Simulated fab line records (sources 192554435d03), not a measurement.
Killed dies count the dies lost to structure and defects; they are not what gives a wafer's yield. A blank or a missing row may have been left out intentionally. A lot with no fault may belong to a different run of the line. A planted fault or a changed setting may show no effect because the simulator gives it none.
Which of the tools did it?	flow n5 finfet	30 wafers from 10 lots sampled at 5 of the route's 1938 steps

## WHAT EACH GAUGE READ, for each wafer
N5_FIN_SAQP_THK_MEAS_05.
lot	measured	on	thk nm (nm)
L354	day 2 02:58	film metro-02	37.9 37.8 38.0
L355	day 2 09:12	film metro-01	36.9 37.6 37.9
L358	day 3 03:34	film metro-02	37.3 37.4 37.6
L361	day 3 21:27	film metro-01	38.3 38.4 38.2
L363	day 4 08:41	film metro-01	37.8 37.3 38.3
L365	day 4 20:26	film metro-02	38.3 37.9 38.6
L370	day 6 02:54	film metro-02	31.3 38.5 38.9
L371	day 6 08:52	film metro-02	38.6 31.6 38.6
L372	day 6 15:37	film metro-02	37.3 36.6 38.3
L374	day 7 02:53	film metro-01	37.4 37.8 37.7

N5_FIN_SAQP_OVL_MEAS_17.
lot	measured	on	FIN_CORE_OVL (nm)
L354	day 2 03:42	overlay-01	-1.4 0.5 -0.9
L355	day 2 09:56	overlay-01	-1.6 -1.1 -1.0
L358	day 3 04:21	overlay-02	-2.0 -0.3 0.1
L361	day 3 22:11	overlay-02	-0.5 -1.3 -0.5
L363	day 4 09:25	overlay-02	-0.2 -0.4 -0.9
L365	day 4 21:03	overlay-02	-0.3 0.9 -1.1
L370	day 6 03:39	overlay-01	0.0 0.7 -1.4
L371	day 6 09:28	overlay-01	-0.8 -0.2 -0.2
L372	day 6 16:20	overlay-01	-0.2 -0.3 0.0
L374	day 7 03:29	overlay-01	0.2 0.2 0.3

## TOOL THAT RAN EACH LOT (tool first, then ch and the chambers of the sampled wafers, then the start)
lot	N5_PMOS_HMC_CHANNEL_EPI_HM_OPEN_15	N5_PMOS_HMC_CHANNEL_EPI_EPI_26	N5_FIN_SAQP_HM_DEP_03
L354	rie diel-05 ch 0,1,3, day 1 23:34	epi rpcvd-01 ch 0, day 2 01:56	pecvd-02 ch 0,1, day 2 02:53
L355	rie diel-01 ch 0,1,2, day 2 05:30	epi rpcvd-02 ch 0, day 2 08:12	pecvd-04 ch 0,2, day 2 09:07
L358	rie diel-04 ch 0,2,3, day 2 23:46	epi rpcvd-01 ch 0, day 3 02:27	pecvd-02 ch 1, day 3 03:28
L361	rie diel-05 ch 0,2,3, day 3 17:46	epi rpcvd-02 ch 0, day 3 20:29	pecvd-01 ch 0,1,2, day 3 21:22
L363	rie diel-01 ch 0,2, day 4 05:19	epi rpcvd-01 ch 0, day 4 07:44	pecvd-01 ch 1,2, day 4 08:36
L365	rie diel-05 ch 0,1,2, day 4 17:08	epi rpcvd-04 ch 0, day 4 19:32	pecvd-01 ch 0,1,2, day 4 20:21
L370	rie diel-05 ch 0,2,3, day 5 23:24	epi rpcvd-01 ch 0, day 6 01:44	pecvd-01 ch 0,1, day 6 02:49
L371	rie diel-01 ch 1,3, day 6 05:25	epi rpcvd-02 ch 0, day 6 07:44	pecvd-01 ch 0,1,2, day 6 08:46
L372	rie diel-01 ch 1,2,3, day 6 11:47	epi rpcvd-02 ch 0, day 6 14:28	pecvd-04 ch 0,1, day 6 15:32
L374	rie diel-05 ch 1,3, day 6 23:28	epi rpcvd-04 ch 0, day 7 01:45	pecvd-02 ch 0,2, day 7 02:47
- N5_PMOS_HMC_CHANNEL_EPI_HM_OPEN_15: chemistry CHF3/O2, target SiO2, target depth 40.6 nm, time 20.3 s.
- N5_PMOS_HMC_CHANNEL_EPI_EPI_26: deposits Si from SiH4/H2, target thk 3.8 nm, time 22.7 s.
- N5_FIN_SAQP_HM_DEP_03: deposits SiNx from SiH4/NH3/N2, target thk 38 nm, time 33.6 s.

## AS READ BY THE TOOLS THEMSELVES (means over the sampled wafers that have a number; for cases with no such wafer, the mark the record gives instead)
N5_PMOS_HMC_CHANNEL_EPI_HM_OPEN_15.
lot	tool	CHF3_flow_sccm (sccm)	drypump motor current A (A)	oes product au (a.u.)	rf vpp V (V)	showerhead plenum p Torr (Torr)	throttle valve pct (%)
L354	rie diel-05	49.95	6.1	0.77	521	2.44	18.94
L355	rie diel-01	50.00	5.9	0.85	516	2.41	18.76
L358	rie diel-04	50.14	5.5	0.72	519	2.34	18.90
L361	rie diel-05	49.98	5.8	0.76	527	2.46	18.97
L363	rie diel-01	50.00	5.7	0.77	521	2.44	18.86
L365	rie diel-05	50.00	5.8	0.78	532	2.42	19.04
L370	rie diel-05	50.05	5.8	0.74	528	2.46	19.00
L371	rie diel-01	49.96	6.1	0.81	518	2.41	18.74
L372	rie diel-01	49.95	5.8	0.82	514	2.38	18.80
L374	rie diel-05	50.09	6.2	0.74	511	2.42	18.88

N5_PMOS_HMC_CHANNEL_EPI_EPI_26.
lot	tool	throttle valve pct (%)
L354	epi rpcvd-01	11.18
L355	epi rpcvd-02	11.43
L358	epi rpcvd-01	11.36
L361	epi rpcvd-02	11.34
L363	epi rpcvd-01	11.27
L365	epi rpcvd-04	10.94
L370	epi rpcvd-01	11.36
L371	epi rpcvd-02	11.38
L372	epi rpcvd-02	11.34
L374	epi rpcvd-04	10.87

N5_FIN_SAQP_HM_DEP_03.
lot	tool	heater power w (W)	showerhead plenum p Torr (Torr)	throttle valve pct (%)
L354	pecvd-02	708	5.14	40.8
L355	pecvd-04	714	5.06	40.7
L358	pecvd-02	750	5.09	42.3
L361	pecvd-01	792	5.12	40.2
L363	pecvd-01	819	5.13	39.0
L365	pecvd-01	756	5.12	40.1
L370	pecvd-01	838	5.11	39.9
L371	pecvd-01	734	5.13	40.2
L372	pecvd-04	702	5.11	40.2
L374	pecvd-02	798	5.25	39.7

## THE ANSWER, worked out from the rows above alone
Rule: usual is defined by the lots themselves. Put in order of their means at a reading, lots are off if they are a third of the lots or fewer, leave a main group of 4 or more, and stand apart from it by a gap of 3 or more times the standard deviation of the main group's means; of several such gaps the widest counts. If all means in a main group match to the digits the tables above print for the reading, that group is not used. Also off: a lot with no number at a reading for which 4 or more lots have one. All remaining lots with rows at the step are treated as sound. First the gauges in route order, then the tools' own readings, where a lot's mean is used as printed above. At the first step where some lot is off, the reading lying furthest off is the one used; lots without a number count as furthest.
Off at N5_FIN_SAQP_THK_MEAS_05 (thk nm): L370, L371. Mean 37.8 nm and standard deviation 0.34 in the main group.
A tool fits if, at a process step before that reading, it ran every lot that is off, and no sound lot after the first of them. The gauges at N5_FIN_SAQP_THK_MEAS_05 are tried like those tools. One candidate fits, namely pecvd-01 at N5_FIN_SAQP_HM_DEP_03. A fault onset in the window from L365 (day 4 20:21, its last sound lot) to L370 (day 6 02:49, its first lot off) fits.

## WHAT WAS PUT IN BY THE SIMULATOR
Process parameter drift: pecvd-01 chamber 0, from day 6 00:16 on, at N5_FIN_SAQP_HM_DEP_03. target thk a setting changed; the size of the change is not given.
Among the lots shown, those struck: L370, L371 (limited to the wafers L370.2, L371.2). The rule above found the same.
